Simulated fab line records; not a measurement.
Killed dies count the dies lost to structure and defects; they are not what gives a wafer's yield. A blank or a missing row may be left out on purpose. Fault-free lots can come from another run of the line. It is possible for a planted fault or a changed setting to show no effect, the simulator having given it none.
Split-lot study / flow n5 finfet / 21 wafers read across 7 lots, on a route 1938 steps long

== THE SPLIT ==
At N5_SDB_COAT_03 (time 60 s, resist thk 100 nm), the setting spin rpm was moved away from the recipe's 1500 rpm on 10 of the 21 wafers read, by -9.5% to -2.8%. This setting was run at the recipe's value on the other wafers.

== FROM THE SPLIT TO THE READING: what the file shows between them, 4 steps ==
- N5_SDB_COAT_04: time 60 s, resist thk 18 nm
- N5_SDB_COAT_05: resist thk 90 nm
- N5_SDB_DESCUM_16: chemistry O2, time 7.9 s
- N5_SDB_ETCH_17: etches SiARC in CF4, target depth 23.4 nm, time 39 s

== THE READING ==
etch.depth nm (the simulator's own value, which no gauge read), in nm, at N5_SDB_ETCH_18 (etches SOC in N2/H2, target depth 100 nm, overetch 20 nm, time 150 s). There is no usual value for it anywhere in the file. The 11 wafers here that ran the recipe average 100.10 nm, standard deviation 0.32 nm.

wafer=L074.2; tool, chamber at the split=litho track-02, 0; spin rpm as run, rpm=1500; against the recipe=recipe; etch.depth nm, nm=100.6; against lot-mates on the recipe=-
wafer=L074.3; tool, chamber at the split=litho track-02, 0; spin rpm as run, rpm=1406; against the recipe=-6.3%; etch.depth nm, nm=104; against lot-mates on the recipe=+3.40
wafer=L074.4; tool, chamber at the split=litho track-02, 0; spin rpm as run, rpm=1406; against the recipe=-6.3%; etch.depth nm, nm=103.7; against lot-mates on the recipe=+3.10
wafer=L076.1; tool, chamber at the split=litho track-04, 0; spin rpm as run, rpm=1500; against the recipe=recipe; etch.depth nm, nm=100; against lot-mates on the recipe=-
wafer=L076.2; tool, chamber at the split=litho track-04, 0; spin rpm as run, rpm=1500; against the recipe=recipe; etch.depth nm, nm=99.56; against lot-mates on the recipe=-
wafer=L076.4; tool, chamber at the split=litho track-04, 0; spin rpm as run, rpm=1500; against the recipe=recipe; etch.depth nm, nm=99.88; against lot-mates on the recipe=-
wafer=L081.1; tool, chamber at the split=litho track-02, 0; spin rpm as run, rpm=1500; against the recipe=recipe; etch.depth nm, nm=100.5; against lot-mates on the recipe=-
wafer=L081.2; tool, chamber at the split=litho track-02, 0; spin rpm as run, rpm=1500; against the recipe=recipe; etch.depth nm, nm=100.4; against lot-mates on the recipe=-
wafer=L081.4; tool, chamber at the split=litho track-02, 0; spin rpm as run, rpm=1500; against the recipe=recipe; etch.depth nm, nm=100.3; against lot-mates on the recipe=-
wafer=L083.3; tool, chamber at the split=litho track-04, 0; spin rpm as run, rpm=1387; against the recipe=-7.5%; etch.depth nm, nm=104.6; against lot-mates on the recipe=no lot-mate on the recipe
wafer=L083.4; tool, chamber at the split=litho track-04, 0; spin rpm as run, rpm=1387; against the recipe=-7.5%; etch.depth nm, nm=104.5; against lot-mates on the recipe=no lot-mate on the recipe
wafer=L083.6; tool, chamber at the split=litho track-04, 0; spin rpm as run, rpm=1387; against the recipe=-7.5%; etch.depth nm, nm=104.4; against lot-mates on the recipe=no lot-mate on the recipe
wafer=L086.2; tool, chamber at the split=litho track-02, 0; spin rpm as run, rpm=1500; against the recipe=recipe; etch.depth nm, nm=99.64; against lot-mates on the recipe=-
wafer=L086.4; tool, chamber at the split=litho track-02, 0; spin rpm as run, rpm=1415; against the recipe=-5.7%; etch.depth nm, nm=102.6; against lot-mates on the recipe=+2.96
wafer=L086.5; tool, chamber at the split=litho track-02, 0; spin rpm as run, rpm=1415; against the recipe=-5.7%; etch.depth nm, nm=102.8; against lot-mates on the recipe=+3.16
wafer=L088.1; tool, chamber at the split=litho track-02, 0; spin rpm as run, rpm=1500; against the recipe=recipe; etch.depth nm, nm=100; against lot-mates on the recipe=-
wafer=L088.3; tool, chamber at the split=litho track-02, 0; spin rpm as run, rpm=1500; against the recipe=recipe; etch.depth nm, nm=100.1; against lot-mates on the recipe=-
wafer=L088.4; tool, chamber at the split=litho track-02, 0; spin rpm as run, rpm=1357; against the recipe=-9.5%; etch.depth nm, nm=105.2; against lot-mates on the recipe=+5.15
wafer=L090.2; tool, chamber at the split=litho track-02, 0; spin rpm as run, rpm=1458; against the recipe=-2.8%; etch.depth nm, nm=101.7; against lot-mates on the recipe=+1.60
wafer=L090.3; tool, chamber at the split=litho track-02, 0; spin rpm as run, rpm=1458; against the recipe=-2.8%; etch.depth nm, nm=101.8; against lot-mates on the recipe=+1.70
wafer=L090.5; tool, chamber at the split=litho track-02, 0; spin rpm as run, rpm=1500; against the recipe=recipe; etch.depth nm, nm=100.1; against lot-mates on the recipe=-

THE FIT
A straight line over all 21 wafers: etch.depth nm changes by -0.558 nm for each +1% of spin rpm; r = -0.99; the points scatter about the line by 0.34 nm.
The same after taking each lot's own level away (the mean of its wafers on the recipe; 18 wafers): -0.534 nm for each +1%; r = -1.00; scatter 0.13 nm.
On that fit, the largest move of spin rpm shifts the reading by 5.1 nm.
Across the lots, their own levels run from 99.640 to 100.600 nm, a range of 3.0 times the standard deviation given above.
So the lot-to-lot level changes the slope little: the two slopes agree.
Check: for one of the wafers moved furthest among these (-9.5%), held out of the fit, the line's prediction against its lot-mates is +5.08 nm. Against them it came out at +5.15 nm.

== OTHER SPLITS APPLIED TO THESE WAFERS ==
These wafers also went through other splits before the reading. Each is held against what the fit with the lots' levels taken away leaves over:
other split on the same wafers=N5_SD_EPI_P_COAT_35 spin rpm; wafers away from the commonest value=8; r with etch.depth nm (lot level and that fit taken away)=-0.47
other split on the same wafers=N5_ILD0_CMP_03 down force psi; wafers away from the commonest value=6; r with etch.depth nm (lot level and that fit taken away)=+0.40

== THE WHOLE CHAIN: every reading that the file lists as answering this split, in the file's order ==
step=N5_SDB_COAT_03; what it does=time 60 s, resist thk 100 nm; reading=SOC_of_SDB_COAT_03.thk nm (the simulator's own value, which no gauge read); change (the file's fit)=-0.539 nm for each +1% of the setting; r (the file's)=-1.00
step=N5_SDB_ETCH_18; what it does=etches SOC in N2/H2, target depth 100 nm, overetch 20 nm, time 150 s; reading=etch.depth nm (the simulator's own value, which no gauge read); change (the file's fit)=-0.541 nm for each +1% of the setting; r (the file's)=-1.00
step=N5_SDB_STRIP_22; what it does=strips in N2/H2; reading=strip time to endpoint s; change (the file's fit)=withheld for each +1% of the setting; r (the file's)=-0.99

== FILE'S OWN FIT ==
etch.depth nm changes by -0.541 nm for each +1% of spin rpm, r = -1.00.
